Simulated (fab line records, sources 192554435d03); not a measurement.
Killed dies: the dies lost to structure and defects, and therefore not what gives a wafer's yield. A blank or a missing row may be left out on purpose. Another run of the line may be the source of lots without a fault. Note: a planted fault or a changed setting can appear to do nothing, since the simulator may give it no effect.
fab line records	flow n5-finfet
[record] lots = 6	wafers = 18	last-day = 17
route steps=1938 shown ILD0@341 SDB@347 PASSIVATION@1936
lots with no fault: from the same line, run without faults
start-h: start of the lot's first displayed wafer, in hours after the record's first day	wait-h: hours elapsed since this lot's preceding step	" as in the row above	L1.1+2: a row that stands for several wafers	- either no value or no given start	* or withheld: withheld	< > ~ a bound
route shown NAME@n: names a module that has steps shown in the file, with the first one's number in the route	usual: the fault-free wafers' mean and standard deviation	same: alike in all rows	chamber/n: place in a boat	sites: each site's reading	_std_site: standard deviation of those values	_edge_site: the outer-site mean with the inner-site mean subtracted	radius-mm: for every site, how far away it sits from the centre of the wafer	mask NAME#n: copy n	behind: the last tool/chamber to shape the wafer	hold: cause of the lot's hold/its duration in hours/its outcome	device: which transistor (n, p or np) failed to switch	end of line: the route-end tests of the same wafers	where a step has no rows: the recipe by itself	killed: the dies lost at the first sort to structure and to defects; this is not the yield of the wafer	map: a wafer's dies, marking killed ones x, the rest . and places with no die _
set.NAME: the setting the step ran with; set.NAME@STEP: the setting that earlier step ran with	model.NAME: the simulator's own value behind a step, which no gauge read
a table for each step, a row for each wafer; lots at some steps of the route
services: the hour from which a tool's chamber was out of use, counted from the record's first day as start-h (under 0 if before that day), plus the number of hours and why
[[steps]]
[step N5_ILD0_THK_MEAS_08]
[usual] thk-nm = 138.6/1
lot.wafer	tool	chamber	start-h	wait-h	thk-nm
L997.3	film-metro-02	-	81.65	-	138.7
L997.4	"	-	"	"	138.3
L997.5	"	-	"	"	139.4
L102.1	film-metro-01	-	107.72	-	138.2
L102.4	"	-	"	"	138.1
L102.6	"	-	"	"	136.3
L107.1	film-metro-02	-	142.91	-	139.5
L107.2	"	-	"	"	138.8
L107.3	"	-	"	"	139.4
L110.1	film-metro-01	-	157.30	-	138.4
L110.2	"	-	"	"	137.8
L110.5	"	-	"	"	140.3
L111.2	film-metro-01	-	160.63	-	137.6
L111.3	"	-	"	"	138.3
L111.5	"	-	"	"	139.8
L114.2	film-metro-02	-	180.70	-	139.5
L114.3	"	-	"	"	137.9
L114.6	"	-	"	"	139.2
[step N5_ILD0_PRECLEAN_10]
[recipe] chemistry = NF3:NH3	afs-cycles = 5	time-s = 20	temp-c = 30	sublimation-temp-c = 180	sublimation-time-s = 60	pressure-torr = 3	rf-power-w = 30
[step N5_ILD0_ALD_15]
[recipe] material = SiNx	target-thk-a = 240	temp-c = 400	ald-precursor-family = SiH2I2	ald-co-reactant = N2/H2-plasma	pulse-time-s = 1	ald-cycles = 480	purge-time-s = 2	co-reactant-purge-time-s = 2	pressure-torr = 2
[usual] heater-power-w = 871/71	precursor-pulse-height-rel = 1.001/0.022
lot.wafer	tool	chamber	start-h	wait-h	heater-power-w	precursor-pulse-height-rel
L997.3	ald-sin-04	2	82.40	0.4	922	1.005
L997.4	"	3	"	"	909	0.987
L997.5	"	2	83.48	1.2	926	0.989
L102.1	ald-sin-02	3	108.43	0.6	858	0.968
L102.4	"	1	"	"	978	1.014
L102.6	"	3	109.52	1.1	867	0.989
L107.1	ald-sin-03	1	143.72	0.7	780	0.984
L107.2	"	3	"	"	816	1.008
L107.3	"	2	"	"	949	1.015
L110.1	ald-sin-02	3	158.02	0.6	878	1.029
L110.2	"	2	"	"	768	1.049
L110.5	"	1	159.11	1.2	988	0.946
L111.2	ald-sin-03	0	161.35	0.5	945	1.019
L111.3	"	1	"	"	755	1.009
L111.5	"	1	162.43	1.2	765	1.034
L114.2	ald-sin-03	3	181.72	0.8	794	0.989
L114.3	"	2	"	"	935	1.020
L114.6	"	2	182.81	1.4	950	0.992
[step N5_ILD0_CMP_12]
[recipe] stop-on = poly-Si	material = SiNx	t-overpolish-s = 6	post-cmp-clean = alkaline-brush	down-force-psi = 2.5	platen-rpm = 51.8	pad-velocity-m-s = 1.0307	target-thk-nm = 17.67
[usual] motor-current-A = 9.1/0.73	overpolish-run-s = 6.001/0.0096	platen-rpm = 51.79/0.031	time-to-endpoint-s = 28.3/2.6
lot.wafer	tool	chamber	start-h	wait-h	motor-current-A	overpolish-run-s	platen-rpm	time-to-endpoint-s
L997.4	cmp-01	0	84.67	1.2	8.6	5.995	51.81	29.1
L997.3	"	1	"	"	8.9	6.007	51.79	28.2
L997.5	"	3	"	"	8.8	6.026	51.77	25.8
L102.1	cmp-03	0	110.63	1.1	8.2	6.010	51.78	25.4
L102.4	"	2	"	"	9.1	6.003	51.80	31.4
L102.6	"	0	"	"	8.3	5.997	51.83	28.1
L107.3	cmp-03	2	145.92	1.1	9.3	5.989	51.79	27.5
L107.1	"	0	"	"	8.4	6.002	51.84	26.4
L107.2	"	1	"	"	10.7	6.011	51.80	26.1
L110.2	cmp-01	0	160.26	1.2	8.7	5.984	51.82	29.7
L110.1	"	1	"	"	10.2	6.003	51.74	27.5
L110.5	"	0	"	"	8.7	6.001	51.80	26.9
L111.2	cmp-04	1	163.58	1.2	8.7	5.988	51.75	29.1
L111.3	"	2	"	"	8.4	5.986	51.76	28.5
L111.5	"	0	"	"	9.0	6.012	51.82	29.3
L114.3	cmp-03	2	183.92	1.1	9.2	6.002	51.79	27.8
L114.2	"	0	"	"	7.8	6.005	51.78	27.0
L114.6	"	2	"	"	9.9	5.999	51.80	27.2
[step N5_ILD0_THK_MEAS_13]
[usual] thk-nm = 17.2/1.1
lot.wafer	tool	chamber	start-h	wait-h	thk-nm
L997.3	film-metro-01	-	84.89	-	16.4
L997.4	"	-	"	"	17.5
L997.5	"	-	"	"	16.7
L102.1	film-metro-01	-	110.93	-	16.3
L102.4	"	-	"	"	18.3
L102.6	"	-	"	"	17.2
L107.1	film-metro-02	-	146.22	-	14.9
L107.2	"	-	"	"	15.6
L107.3	"	-	"	"	16.7
L110.1	film-metro-02	-	160.52	-	19.1
L110.2	"	-	"	"	18.6
L110.5	"	-	"	"	19.2
L111.2	film-metro-02	-	163.84	-	15.7
L111.3	"	-	"	"	16.4
L111.5	"	-	"	"	16.2
L114.2	film-metro-02	-	184.22	-	15.3
L114.3	"	-	"	"	16.5
L114.6	"	-	"	"	17.0
[step N5_ILD0_INSPECT_06]
[recipe] inspect-instrument = darkfield	mode = post-cmp
[usual] raw-defect-count = 38/19
lot.wafer	tool	chamber	start-h	wait-h	raw-defect-count
L997.3	defect-inspect-01	-	84.92	0.0	45
L997.4	"	-	"	"	16
L997.5	"	-	"	"	42
L102.1	defect-inspect-02	-	110.95	0.0	49
L102.4	"	-	"	"	25
L102.6	"	-	"	"	28
L107.1	defect-inspect-02	-	146.25	0.0	16
L107.2	"	-	"	"	38
L107.3	"	-	"	"	35
L110.1	defect-inspect-02	-	160.54	0.0	43
L110.2	"	-	"	"	29
L110.5	"	-	"	"	36
L111.2	defect-inspect-02	-	163.87	0.0	32
L111.3	"	-	"	"	31
L111.5	"	-	"	"	33
L114.2	defect-inspect-02	-	184.25	0.0	20
L114.3	"	-	"	"	35
L114.6	"	-	"	"	33
[step N5_SDB_HM_DEP_00]
[recipe] material = SiNx	target-thk-a = 400	temp-c = 400	precursor = SiH4/NH3/N2	pressure-torr = 1.5	rf-w = 300	time-s = 35.3
[usual] heater-power-w = 788/110	showerhead-plenum-p-Torr = 5.16/0.06	throttle-valve-pct = 38.6/1.6
lot.wafer	tool	chamber	start-h	wait-h	heater-power-w	showerhead-plenum-p-Torr	throttle-valve-pct
L997.3	pecvd-03	0	84.98	0.1	1083	5.22	38.8
L997.4	"	1	"	"	924	5.20	40.2
L997.5	"	1	"	"	910	5.20	40.1
L102.1	pecvd-01	0	110.99	0.0	661	5.05	39.8
L102.4	"	1	"	"	753	5.20	38.9
L102.6	"	0	"	"	685	5.05	39.8
L107.1	pecvd-02	2	146.28	0.0	791	5.21	35.9
L107.2	"	0	"	"	784	5.22	38.6
L107.3	"	1	"	"	640	5.10	39.4
L110.1	pecvd-02	0	160.58	0.0	791	5.23	38.9
L110.2	"	1	"	"	671	5.10	39.6
L110.5	"	1	"	"	674	5.09	39.6
L111.2	pecvd-01	0	163.90	0.0	683	5.07	40.1
L111.3	"	1	"	"	859	5.21	38.7
L111.5	"	0	"	"	687	5.07	40.4
L114.2	pecvd-02	2	184.28	0.0	719	5.22	36.1
L114.3	"	1	"	"	627	5.09	39.9
L114.6	"	1	"	"	627	5.10	39.5
[step N5_SDB_COAT_03]
[recipe] resist = SOC	temp-c = 250	time-s = 60	spin-rpm = 1500	resist-thk-nm = 100
[step N5_SDB_COAT_04]
[recipe] resist = SiARC	temp-c = 220	time-s = 60	spin-rpm = 1500	resist-thk-nm = 18
[step N5_SDB_COAT_05]
[recipe] resist = CAR-ArF	spin-rpm = 1500	resist-thk-nm = 90
[step N5_SDB_EBR_07]
[recipe] solvent = PGMEA	ebr-width-mm = 1.5
[step N5_SDB_SOFTBAKE_06]
[recipe] temp-c = 110	time-s = 60	resist = CAR-ArF
[step N5_SDB_EXPOSE_08]
[recipe] mask-id = SDB	na = 1.35	source-shape = conventional	sigma-outer = 0.5	polarization = unpolarized	dose-mj = 49.6
[usual] reticle-temp-C = 23.02/0.11
lot.wafer	tool	chamber	start-h	wait-h	mask	reticle-temp-C	model.SDB.overlay-x-nm
L997.3	arfi-scanner-01	0	85.19	-	SDB#0	23.10	0
L997.4	"	0	"	"	SDB#0	22.91	0
L997.5	"	0	"	"	SDB#0	23.02	0
L102.1	arfi-scanner-02	0	111.32	-	SDB#0	22.93	0.6
L102.4	"	0	"	"	SDB#0	23.14	0.6
L102.6	"	0	"	"	SDB#0	22.92	0.6
L107.1	arfi-scanner-01	0	146.61	-	SDB#0	23.10	21.8
L107.2	"	0	"	"	SDB#0	23.09	21.8
L107.3	"	0	"	"	SDB#0	23.07	21.8
L110.1	arfi-scanner-01	0	160.90	-	SDB#0	23.13	22
L110.2	"	0	"	"	SDB#0	23.10	22
L110.5	"	0	"	"	SDB#0	23.16	22
L111.2	arfi-scanner-03	0	164.23	-	SDB#0	22.98	-0.2
L111.3	"	0	"	"	SDB#0	22.88	-0.2
L111.5	"	0	"	"	SDB#0	23.14	-0.2
L114.2	arfi-scanner-03	0	184.49	-	SDB#0	23.06	-0.6
L114.3	"	0	"	"	SDB#0	22.95	-0.6
L114.6	"	0	"	"	SDB#0	22.98	-0.6
[step N5_SDB_PEB_09]
[recipe] peb-temp-c = withheld	peb-time-s = 60	resist = CAR-ArF
[step N5_SDB_DEVELOP_10]
[recipe] develop-time-s = 30	developer = TMAH	resist = CAR-ArF	rinse-liquid = diw	dry = air-spin	dev-temp-c = 23
[step N5_SDB_CD_MEAS_11]
[recipe] target-cd-nm = 50	landing-energy-ev = 500	detector = se-inlens	polarity = opening
[usual] cd-nm = 50.2/1.5
lot.wafer	tool	chamber	start-h	wait-h	cd-nm
L997.3	cd-sem-01	0	85.31	-	49.2
L997.4	"	0	"	"	50.9
L997.5	"	0	"	"	49.1
L102.1	cd-sem-01	0	111.44	-	50.8
L102.4	"	0	"	"	51.4
L102.6	"	0	"	"	49.3
L107.1	cd-sem-01	0	146.73	-	50.0
L107.2	"	0	"	"	48.6
L107.3	"	0	"	"	50.2
L110.1	cd-sem-01	0	161.03	-	52.8
L110.2	"	0	"	"	51.8
L110.5	"	0	"	"	51.7
L111.2	cd-sem-02	0	164.36	-	51.6
L111.3	"	0	"	"	48.1
L111.5	"	0	"	"	48.2
L114.2	cd-sem-02	0	184.61	-	49.6
L114.3	"	0	"	"	50.5
L114.6	"	0	"	"	49.3
[step N5_SDB_OVL_MEAS_12]
[recipe] points-per-wafer = 44
[usual] SDB_OVL = -0.1/0.65
lot.wafer	tool	chamber	start-h	wait-h	SDB_OVL[nm]
L997.3	overlay-01	0	85.34	0.0	0.4
L997.4	"	0	"	"	-0.2
L997.5	"	0	"	"	0.4
L102.1	overlay-02	0	111.47	0.0	0.8
L102.4	"	0	"	"	-0.2
L102.6	"	0	"	"	0.2
L107.1	overlay-01	0	146.76	0.0	21.4
L107.2	"	0	"	"	21.8
L107.3	"	0	"	"	21.4
L110.1	overlay-02	0	161.06	0.0	22.3
L110.2	"	0	"	"	23.1
L110.5	"	0	"	"	22.2
L111.2	overlay-02	0	164.39	0.0	-0.3
L111.3	"	0	"	"	0.6
L111.5	"	0	"	"	0.0
L114.2	overlay-02	0	184.64	0.0	-1.2
L114.3	"	0	"	"	-0.9
L114.6	"	0	"	"	-0.2
[step N5_SDB_INSPECT_13]
[recipe] mode = adi	inspect-instrument = brightfield
[usual] raw-defect-count = 73/32
lot.wafer	tool	chamber	start-h	wait-h	raw-defect-count
L997.3	defect-inspect-02	-	85.36	0.0	58
L997.4	"	-	"	"	56
L997.5	"	-	"	"	124
L102.1	defect-inspect-01	-	111.50	0.0	20
L102.4	"	-	"	"	47
L102.6	"	-	"	"	46
L107.1	defect-inspect-02	-	146.79	0.0	83
L107.2	"	-	"	"	97
L107.3	"	-	"	"	60
L110.1	defect-inspect-02	-	161.08	0.0	46
L110.2	"	-	"	"	58
L110.5	"	-	"	"	63
L111.2	defect-inspect-02	-	164.41	0.0	87
L111.3	"	-	"	"	85
L111.5	"	-	"	"	81
L114.2	defect-inspect-01	-	184.66	0.0	90
L114.3	"	-	"	"	128
L114.6	"	-	"	"	61
[step N5_PASSIVATION_PROBE_49]
[usual] killed_at_M0_to_M3 = 33/11	killed_at_M4_up = 13/5.2	killed-at-contacts = 11/5.7	killed-at-front-end = 39/11	killed-at-other = 4/3	killed-dies = 101/20	killed-on-rim = 13/4.1	killed-open = 66/15	killed-short = 33/8.4
[same] gross-dies = 1180	killed-at-back-side = 0
lot.wafer	tool	chamber	start-h	wait-h	killed_at_M0_to_M3	killed_at_M4_up	killed-at-contacts	killed-at-front-end	killed-at-other	killed-dies	killed-on-rim	killed-open	killed-short
L997.3	prober-01	-	297.43	0.1	34	19	10	40	2	105	12	69	33
L997.4	prober-01	-	297.48	0.2	32	17	7	39	1	96	13	67	26
L997.5	prober-01	-	297.53	0.2	32	15	13	44	7	111	13	83	26
L107.1	prober-01	-	364.11	0.0	48	13	16	1102	1	1180	152	91	30
L107.2	prober-01	-	364.16	0.1	49	16	10	1100	5	1180	152	84	38
L107.3	prober-01	-	364.21	0.1	44	12	10	1109	5	1180	152	86	29
L110.1	prober-01	-	372.54	0.0	27	7	12	1131	3	1180	152	53	25
L110.2	prober-01	-	372.59	0.1	54	10	2	1113	1	1180	152	60	39
L110.5	prober-01	-	372.74	0.2	68	18	11	1075	8	1180	152	98	56
L111.2	prober-02	-	385.98	0.1	13	16	14	41	6	90	11	53	37
L111.3	prober-02	-	386.03	0.1	26	15	8	39	7	95	11	55	39
L111.5	prober-02	-	386.13	0.2	27	12	16	39	8	102	13	77	25
L114.2	prober-01	-	396.38	0.1	27	13	19	47	1	107	14	77	27
L114.3	prober-01	-	396.43	0.1	30	6	11	68	0	115	10	78	35
L114.6	prober-01	-	396.58	0.3	43	16	12	54	2	127	22	82	42
// killed by level:class
L997.3 STI_FIN_REVEAL:geometric-particle:open=17 MOL_CONTACT_COAG:geometric-particle:open=9 BEOL_M4:geometric-particle:open=8 FIN_SAQP:geometric-particle:short=7 BEOL_M0_SAQP:geometric-particle:short=7 BEOL_M2:geometric-particle:open=7 BEOL_M0_SAQP:geometric-particle:open=5 BEOL_M1:geometric-particle:open=4
L997.4 STI_FIN_REVEAL:geometric-particle:open=12 BEOL_M0_SAQP:geometric-particle:open=8 FIN_SAQP:geometric-particle:short=6 MOL_CONTACT_COAG:geometric-particle:open=6 BEOL_M3:geometric-particle:open=6 GATE_CUT:geometric-particle:short=5 BEOL_M0:geometric-particle:open=5 BEOL_M6:geometric-particle:open=5
L997.5 STI_FIN_REVEAL:geometric-particle:open=18 MOL_CONTACT_COAG:geometric-particle:open=10 BEOL_M1:geometric-particle:open=8 BEOL_M0:geometric-particle:open=7 BEOL_M4:geometric-particle:open=7 ILD0:geometric-particle:open=5 BEOL_M0_SAQP:geometric-particle:short=5 GATE_CUT:geometric-particle:short=4
L107.1 SDB:overlay=1058 STI_FIN_REVEAL:geometric-particle:open=16 MOL_CONTACT_COAG:geometric-particle:open=14 BEOL_M3:geometric-particle:open=10 BEOL_M0_SAQP:geometric-particle:open=9 BEOL_M2:geometric-particle:open=8 FIN_SAQP:geometric-particle:open=7 BEOL_M0_SAQP:geometric-particle:short=6
L107.2 SDB:overlay=1058 STI_FIN_REVEAL:geometric-particle:open=14 BEOL_M2:geometric-particle:open=10 MOL_CONTACT_COAG:geometric-particle:open=9 BEOL_M1:geometric-particle:open=9 BEOL_M4:geometric-particle:open=8 BEOL_M0_SAQP:geometric-particle:short=7 BEOL_M3:geometric-particle:open=7
L107.3 SDB:overlay=1065 STI_FIN_REVEAL:geometric-particle:open=13 BEOL_M3:geometric-particle:open=13 MOL_CONTACT_COAG:geometric-particle:open=8 BEOL_M2:geometric-particle:open=8 FIN_SAQP:geometric-particle:open=6 DUMMY_GATE:geometric-particle:open=6 BEOL_M1:geometric-particle:open=6
L110.1 SDB:overlay=1102 MOL_CONTACT_COAG:geometric-particle:open=10 BEOL_M0_SAQP:geometric-particle:open=7 FIN_SAQP:geometric-particle:open=6 BEOL_M0_SAQP:geometric-particle:short=6 BEOL_M4:geometric-particle:open=6 STI_FIN_REVEAL:geometric-particle:open=4 BEOL_M3:geometric-particle:open=4
L110.2 SDB:overlay=1081 BEOL_M0_SAQP:geometric-particle:short=21 BEOL_M0_SAQP:geometric-particle:open=14 BEOL_M3:geometric-particle:open=9 BEOL_M2:geometric-particle:open=7 BEOL_M4:geometric-particle:open=7 FIN_SAQP:geometric-particle:short=6 FIN_SAQP:geometric-particle:open=6
L110.5 SDB:overlay=1026 BEOL_M0_SAQP:geometric-particle:short=28 BEOL_M0_SAQP:geometric-particle:open=27 BEOL_M4:geometric-particle:open=14 MOL_CONTACT_COAG:geometric-particle:open=10 FIN_SAQP:geometric-particle:open=9 FIN_SAQP:geometric-particle:short=9 STI_FIN_REVEAL:geometric-particle:open=7
L111.2 FIN_SAQP:geometric-particle:short=12 STI_FIN_REVEAL:geometric-particle:open=12 MOL_CONTACT_COAG:geometric-particle:open=10 FIN_SAQP:geometric-particle:open=5 BEOL_M5:geometric-particle:open=5 BEOL_M4:geometric-particle:short=4 GATE_CUT:geometric-particle:short=4 MOL_CONTACT_COAG:geometric-particle:short=4
L111.3 FIN_SAQP:geometric-particle:short=15 FIN_SAQP:geometric-particle:open=9 BEOL_M0_SAQP:geometric-particle:short=9 BEOL_M0_SAQP:geometric-particle:open=6 MOL_CONTACT_COAG:geometric-particle:open=5 BEOL_M5:geometric-particle:open=5 BEOL_M3:geometric-particle:open=4 BEOL_M4:geometric-particle:open=4
L111.5 MOL_CONTACT_COAG:geometric-particle:open=16 FIN_SAQP:geometric-particle:open=9 STI_FIN_REVEAL:geometric-particle:open=7 BEOL_M3:geometric-particle:open=6 BEOL_M4:geometric-particle:open=6 FIN_SAQP:geometric-particle:short=5 BEOL_M0_SAQP:geometric-particle:open=5 BEOL_M0_SAQP:geometric-particle:short=5
L114.2 STI_FIN_REVEAL:geometric-particle:open=20 MOL_CONTACT_COAG:geometric-particle:open=15 BEOL_M0_SAQP:geometric-particle:open=9 FIN_SAQP:geometric-particle:open=8 BEOL_M0_SAQP:geometric-particle:short=7 STI_FIN_REVEAL:geometric-particle:short=5 BEOL_M2:geometric-particle:open=5 MOL_CONTACT_COAG:geometric-particle:short=4
L114.3 STI_FIN_REVEAL:geometric-particle:open=31 FIN_SAQP:geometric-particle:short=11 FIN_SAQP:geometric-particle:open=10 MOL_CONTACT_COAG:geometric-particle:open=9 BEOL_M2:geometric-particle:open=6 BEOL_M0_SAQP:geometric-particle:open=6 BEOL_M0_SAQP:geometric-particle:short=5 STI_FIN_REVEAL:geometric-particle:short=4
L114.6 FIN_SAQP:geometric-particle:open=15 FIN_SAQP:geometric-particle:short=14 BEOL_M0_SAQP:geometric-particle:open=13 MOL_CONTACT_COAG:geometric-particle:open=11 BEOL_M0_SAQP:geometric-particle:short=11 BEOL_M4:geometric-particle:open=9 BEOL_M1:geometric-particle:open=5 BEOL_M2:geometric-particle:open=5
// map L107.1 (x killed, . not)
_________________xxxxxxxxxxxx________________
______________xxxxxxxxxxxxxxxxxx_____________
___________xxxxxxxxxxxxxxxxxxxxxxxx__________
__________xxxxxxxxxxxxxxxxxxxxxxxxxx_________
________xxxxxxxxxxxxxxxxxxxxxxxxxxxxxx_______
_______xxxxxxxxxxxxxxxxxxxxxxxxxxxxxxxx______
______xxxxxxxxxxxxxxxxxxxxxxxxxxxxxxxxxx_____
_____xxxxxxxxxxxxxxxxxxxxxxxxxxxxxxxxxxxx____
____xxxxxxxxxxxxxxxxxxxxxxxxxxxxxxxxxxxxxx___
___xxxxxxxxxxxxxxxxxxxxxxxxxxxxxxxxxxxxxxxx__
___xxxxxxxxxxxxxxxxxxxxxxxxxxxxxxxxxxxxxxxx__
__xxxxxxxxxxxxxxxxxxxxxxxxxxxxxxxxxxxxxxxxxx_
__xxxxxxxxxxxxxxxxxxxxxxxxxxxxxxxxxxxxxxxxxx_
_xxxxxxxxxxxxxxxxxxxxxxxxxxxxxxxxxxxxxxxxxxxx
_xxxxxxxxxxxxxxxxxxxxxxxxxxxxxxxxxxxxxxxxxxxx
_xxxxxxxxxxxxxxxxxxxxxxxxxxxxxxxxxxxxxxxxxxxx
_xxxxxxxxxxxxxxxxxxxxxxxxxxxxxxxxxxxxxxxxxxxx
_xxxxxxxxxxxxxxxxxxxxxxxxxxxxxxxxxxxxxxxxxxxx
_xxxxxxxxxxxxxxxxxxxxxxxxxxxxxxxxxxxxxxxxxxxx
_xxxxxxxxxxxxxxxxxxxxxxxxxxxxxxxxxxxxxxxxxxxx
_xxxxxxxxxxxxxxxxxxxxxxxxxxxxxxxxxxxxxxxxxxxx
__xxxxxxxxxxxxxxxxxxxxxxxxxxxxxxxxxxxxxxxxxx_
__xxxxxxxxxxxxxxxxxxxxxxxxxxxxxxxxxxxxxxxxxx_
___xxxxxxxxxxxxxxxxxxxxxxxxxxxxxxxxxxxxxxxx__
___xxxxxxxxxxxxxxxxxxxxxxxxxxxxxxxxxxxxxxxx__
____xxxxxxxxxxxxxxxxxxxxxxxxxxxxxxxxxxxxxx___
_____xxxxxxxxxxxxxxxxxxxxxxxxxxxxxxxxxxxx____
______xxxxxxxxxxxxxxxxxxxxxxxxxxxxxxxxxx_____
_______xxxxxxxxxxxxxxxxxxxxxxxxxxxxxxxx______
________xxxxxxxxxxxxxxxxxxxxxxxxxxxxxx_______
__________xxxxxxxxxxxxxxxxxxxxxxxxxx_________
___________xxxxxxxxxxxxxxxxxxxxxxxx__________
______________xxxxxxxxxxxxxxxxxx_____________
_________________xxxxxxxxxxxx________________
// map L110.1 (x killed, . not)
_________________xxxxxxxxxxxx________________
______________xxxxxxxxxxxxxxxxxx_____________
___________xxxxxxxxxxxxxxxxxxxxxxxx__________
__________xxxxxxxxxxxxxxxxxxxxxxxxxx_________
________xxxxxxxxxxxxxxxxxxxxxxxxxxxxxx_______
_______xxxxxxxxxxxxxxxxxxxxxxxxxxxxxxxx______
______xxxxxxxxxxxxxxxxxxxxxxxxxxxxxxxxxx_____
_____xxxxxxxxxxxxxxxxxxxxxxxxxxxxxxxxxxxx____
____xxxxxxxxxxxxxxxxxxxxxxxxxxxxxxxxxxxxxx___
___xxxxxxxxxxxxxxxxxxxxxxxxxxxxxxxxxxxxxxxx__
___xxxxxxxxxxxxxxxxxxxxxxxxxxxxxxxxxxxxxxxx__
__xxxxxxxxxxxxxxxxxxxxxxxxxxxxxxxxxxxxxxxxxx_
__xxxxxxxxxxxxxxxxxxxxxxxxxxxxxxxxxxxxxxxxxx_
_xxxxxxxxxxxxxxxxxxxxxxxxxxxxxxxxxxxxxxxxxxxx
_xxxxxxxxxxxxxxxxxxxxxxxxxxxxxxxxxxxxxxxxxxxx
_xxxxxxxxxxxxxxxxxxxxxxxxxxxxxxxxxxxxxxxxxxxx
_xxxxxxxxxxxxxxxxxxxxxxxxxxxxxxxxxxxxxxxxxxxx
_xxxxxxxxxxxxxxxxxxxxxxxxxxxxxxxxxxxxxxxxxxxx
_xxxxxxxxxxxxxxxxxxxxxxxxxxxxxxxxxxxxxxxxxxxx
_xxxxxxxxxxxxxxxxxxxxxxxxxxxxxxxxxxxxxxxxxxxx
_xxxxxxxxxxxxxxxxxxxxxxxxxxxxxxxxxxxxxxxxxxxx
__xxxxxxxxxxxxxxxxxxxxxxxxxxxxxxxxxxxxxxxxxx_
__xxxxxxxxxxxxxxxxxxxxxxxxxxxxxxxxxxxxxxxxxx_
___xxxxxxxxxxxxxxxxxxxxxxxxxxxxxxxxxxxxxxxx__
___xxxxxxxxxxxxxxxxxxxxxxxxxxxxxxxxxxxxxxxx__
____xxxxxxxxxxxxxxxxxxxxxxxxxxxxxxxxxxxxxx___
_____xxxxxxxxxxxxxxxxxxxxxxxxxxxxxxxxxxxx____
______xxxxxxxxxxxxxxxxxxxxxxxxxxxxxxxxxx_____
_______xxxxxxxxxxxxxxxxxxxxxxxxxxxxxxxx______
________xxxxxxxxxxxxxxxxxxxxxxxxxxxxxx_______
__________xxxxxxxxxxxxxxxxxxxxxxxxxx_________
___________xxxxxxxxxxxxxxxxxxxxxxxx__________
______________xxxxxxxxxxxxxxxxxx_____________
_________________xxxxxxxxxxxx________________
[[services]]
tool	chamber	start-h	hours	kind
arfi-scanner-01	-	58.64	2.9	repair
cmp-03	-	59.86	5.8	pm
pecvd-01	-	63.47	2.8	pm
pecvd-02	2	69.67	17.4	repair
arfi-scanner-01	-	74.06	1.0	pm
pecvd-02	-	81.23	0.8	repair
pecvd-01	-	83.93	2.7	repair
ald-sin-03	-	85.25	14.0	pm
arfi-scanner-03	-	94.23	4.9	pm
ald-sin-03	0	111.63	3.1	repair
arfi-scanner-01	-	112.04	0.7	repair
arfi-scanner-01	-	115.45	4.9	repair
cmp-01	-	117.98	0.6	repair
arfi-scanner-03	-	120.27	2.3	repair
cmp-01	-	124.82	5.8	repair
arfi-scanner-03	-	130.19	1.3	pm
arfi-scanner-01	-	130.54	1.3	pm
arfi-scanner-03	-	138.32	0.8	pm
ald-sin-03	3	150.42	5.6	repair
cmp-01	-	162.61	1.0	repair
arfi-scanner-01	-	164.48	0.6	repair
ald-sin-03	0	168.46	15.3	repair
arfi-scanner-01	-	172.96	3.1	pm
cmp-01	-	173.77	0.7	repair
[[key]]
[first-sign] step = N5_SDB_OVL_MEAS_12	reading = SDB_OVL	direction = up	sigmas = 34	usual = -0.1	struck = 22.0
[effect] step = N5_PASSIVATION_PROBE_49	reading = killed-at-front-end	direction = up	sigmas = 96	usual = 39	struck = 1105
[model-effect] step = N5_SDB_EXPOSE_08	value = SDB.overlay-x-nm	without = -0.4	struck = 21.9
[more-kills-born-at] N5_SDB_EXPOSE_08@arfi-scanner-01 = 6390
met-at N5_SDB_EXPOSE_08
struck-wafers L107.1,L107.2,L107.3,L110.1,L110.2,L110.5
tester-left-out L107,L110
onset-between 85.19 146.61
[fault] kind = scanner-matching-overlay	tool = arfi-scanner-01	chamber = -	onset-h = 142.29	steps = N5_SDB_EXPOSE_08	offset = 22.302
// tester-left-out: of these lots the tester's yield and bins aren't shown, on N5 and GAA mostly nor the transistor test; their killed dies are dies lost to structure and defects alone, not to doping, threshold or leakage, so they don't give the yield
